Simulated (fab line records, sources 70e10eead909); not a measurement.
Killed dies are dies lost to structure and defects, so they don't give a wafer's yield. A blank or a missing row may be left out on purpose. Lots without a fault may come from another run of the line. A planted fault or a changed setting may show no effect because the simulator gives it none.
Chamber matching | flow nand_harc | NHARC_P_STI_ETCH_15 on rie_si-05: 4 sister chambers
The step etches the open film in HBr/Cl2, target depth 300 nm, time 100.1 s. 7 wafers are shown with their chamber, then 7 later ones without.

WAFERS WITH THEIR CHAMBER
wafer  | chamber | drypump_motor_current_A (A) | rf_fwd_power_W (W)
L076.1 | 0       | 5.4                         | 395.9
L088.3 | 1       | 5.2                         | 396.8
L090.5 | 3       | 5.3                         | 396.0
L091.1 | 0       | 5.4                         | 397.2
L091.4 | 3       | 5.2                         | 394.9
L094.4 | 2       | 5.6                         | 399.0
L094.5 | 2       | 5.6                         | 398.7

WAFERS WITHOUT THEIR CHAMBER
wafer  | drypump_motor_current_A (A) | rf_fwd_power_W (W)
L094.6 | 5.1                         | 398.8
L095.1 | 5.1                         | 397.5
L095.2 | 5.7                         | 398.9
L095.4 | 5.1                         | 399.2
L097.1 | 5.7                         | 396.8
L097.2 | 5.4                         | 396.6
L097.4 | 5.1                         | 396.8

WHICH CHAMBER EACH WENT THROUGH
wafer  | from the rows above     | in truth
L094.6 | 1                       | 1
L095.1 | 1                       | 1
L095.2 | 2                       | 2
L095.4 | 1                       | 1
L097.1 | 2                       | 2
L097.2 | 0                       | 0
L097.4 | can't be placed: 1 or 3 | 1
Placed correctly: 6 of 7. Can't be placed from these rows: 1 (the true chamber is among the candidates in 1). Placed wrongly: 0.
How it was worked out, from the rows above alone: a wafer's distance from a chamber is the root of the sum, over the readings, of the square of ((its reading less the chamber's mean) divided by the reading's scatter). The wafer belongs to the nearest chamber; if the next one is less than 2 further off, it can't be placed. A chamber's mean is the mean of its shown wafers. The scatter: the root of (the sum of the squares of (reading less its chamber's mean) over the shown wafers, divided by (wafers less chambers)).
